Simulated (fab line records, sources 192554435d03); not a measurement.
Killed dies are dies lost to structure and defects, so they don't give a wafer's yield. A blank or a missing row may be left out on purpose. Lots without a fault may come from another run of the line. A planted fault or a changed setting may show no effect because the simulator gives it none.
Which tool did it? | flow n5_finfet | 24 lots, 72 wafers sampled, at 2 steps of a route of 1938

WHAT THE GAUGES READ, wafer by wafer
N5_ILD0_THK_MEAS_08. Usual: thk_nm 138.8 nm, standard deviation 1.1.
lot  | measured    | on            | thk_nm (nm)       | flag
L074 | day 3 12:29 | film_metro-02 | 139.6 137.4 138.2 |
L075 | day 3 18:25 | film_metro-01 | 136.7 139.0 138.5 |
L076 | day 4 01:29 | film_metro-02 | 137.7 137.9 138.8 |
L077 | day 4 06:25 | film_metro-01 | 137.8 139.6 138.2 |
L078 | day 4 15:14 | film_metro-01 | 139.3 139.3 137.9 |
L079 | day 4 21:16 | film_metro-01 | 138.8 139.9 139.1 |
L080 | day 5 03:04 | film_metro-02 | 140.6 140.0 140.4 |
L081 | day 5 08:34 | film_metro-02 | 139.1 141.0 138.8 |
L082 | day 5 11:33 | film_metro-01 | 139.9 138.1 139.1 |
L083 | day 5 17:29 | film_metro-02 | 139.0 141.0 140.0 |
L084 | day 6 04:04 | film_metro-02 | 138.4 139.2 139.9 |
L085 | day 6 09:59 | film_metro-01 | 138.1 138.8 138.9 |
L086 | day 6 14:15 | film_metro-01 | 138.4 138.3 139.5 |
L087 | day 6 17:58 | film_metro-02 | 141.0 139.4 138.8 |
L088 | day 6 23:51 | film_metro-02 | 137.7 139.8 138.7 |
L089 | day 7 06:22 | film_metro-02 | 138.1 137.5 140.6 |
L090 | day 7 15:07 | film_metro-02 | 137.2 137.3 137.0 |
L091 | day 7 19:50 | film_metro-01 | 137.9 138.2 137.2 |
L092 | day 8 02:27 | film_metro-01 | 138.1 138.0 139.9 |
L093 | day 8 07:20 | film_metro-02 | 139.7 138.1 136.2 |
L094 | day 8 18:09 | film_metro-01 | 138.7 138.2 139.0 |
L095 | day 8 21:31 | film_metro-02 | 138.6 138.4 137.7 |
L096 | day 9 01:41 | film_metro-02 | 139.6 139.4 139.1 |
L097 | day 9 08:32 | film_metro-02 | 138.1 138.7 138.1 |

N5_ILD0_THK_MEAS_13. Usual: thk_nm 17.7 nm, standard deviation 1.1.
lot  | measured    | on            | thk_nm (nm)    | flag
L074 | day 3 15:44 | film_metro-02 | 19.6 17.1 17.1 |
L075 | day 3 21:40 | film_metro-01 | 17.3 17.3 18.4 |
L076 | day 4 04:41 | film_metro-02 | 16.2 17.9 15.8 |
L077 | day 4 09:50 | film_metro-02 | 18.2 18.3 18.5 |
L078 | day 4 18:27 | film_metro-02 | 15.1 15.8 15.7 |
L079 | day 5 00:47 | film_metro-01 | 17.2 17.6 19.8 |
L080 | day 5 06:17 | film_metro-02 | 17.4 18.0 19.0 |
L081 | day 5 11:47 | film_metro-02 | 17.4 18.8 19.3 |
L082 | day 5 14:46 | film_metro-01 | 20.1 20.2 18.3 |
L083 | day 5 20:43 | film_metro-01 | 17.8 17.4 17.6 |
L084 | day 6 07:17 | film_metro-01 | 15.9 17.4 16.9 |
L085 | day 6 13:17 | film_metro-01 | 18.7 18.4 18.8 |
L086 | day 6 17:28 | film_metro-02 | 18.1 17.7 18.6 |
L087 | day 6 21:11 | film_metro-01 | 17.7 17.8 18.3 |
L088 | day 7 03:04 | film_metro-02 | 17.9 18.1 17.2 |
L089 | day 7 09:50 | film_metro-02 | 19.2 17.5 17.0 |
L090 | day 7 18:20 | film_metro-01 | 18.7 16.8 18.4 |
L091 | day 7 23:08 | film_metro-01 | 17.1 18.0 16.2 |
L092 | day 8 05:40 | film_metro-01 | 16.4 17.5 18.8 |
L093 | day 8 10:32 | film_metro-01 | 16.1 16.4 17.4 |
L094 | day 8 21:45 | film_metro-02 | 18.2 18.5 17.8 |
L095 | day 9 01:01 | film_metro-01 | 18.7 17.8 17.4 |
L096 | day 9 05:04 | film_metro-01 | 19.4 15.9 16.8 |
L097 | day 9 11:45 | film_metro-01 | 17.1 15.5 15.9 |

WHICH TOOL RAN EACH LOT (tool, then ch and the chambers of the sampled wafers, then the start)
The record holds no process step before these readings.

WHAT THE TOOLS THEMSELVES READ (means of the sampled wafers that have a number; where no wafer has one, the mark that the record gives instead)
The record holds no such reading with a usual standard deviation.

THE ANSWER, worked out from the rows above alone
Rule: a lot is off if the mean of its wafers that have a number lies more than 3 standard deviations from the usual mean. A lot without any number at a reading at which 4 lots or more have one is off too. The other lots that the step has rows for count as sound. The gauges are gone through in route order, then the tools' own readings, and for those a lot's mean is taken as printed above. The first step at which some lot is off is used, and at that step the reading that is off furthest; a lot without a number counts as furthest.
No lot is off at any reading shown: from this, nothing can be told.

WHAT THE SIMULATOR HAD PUT IN
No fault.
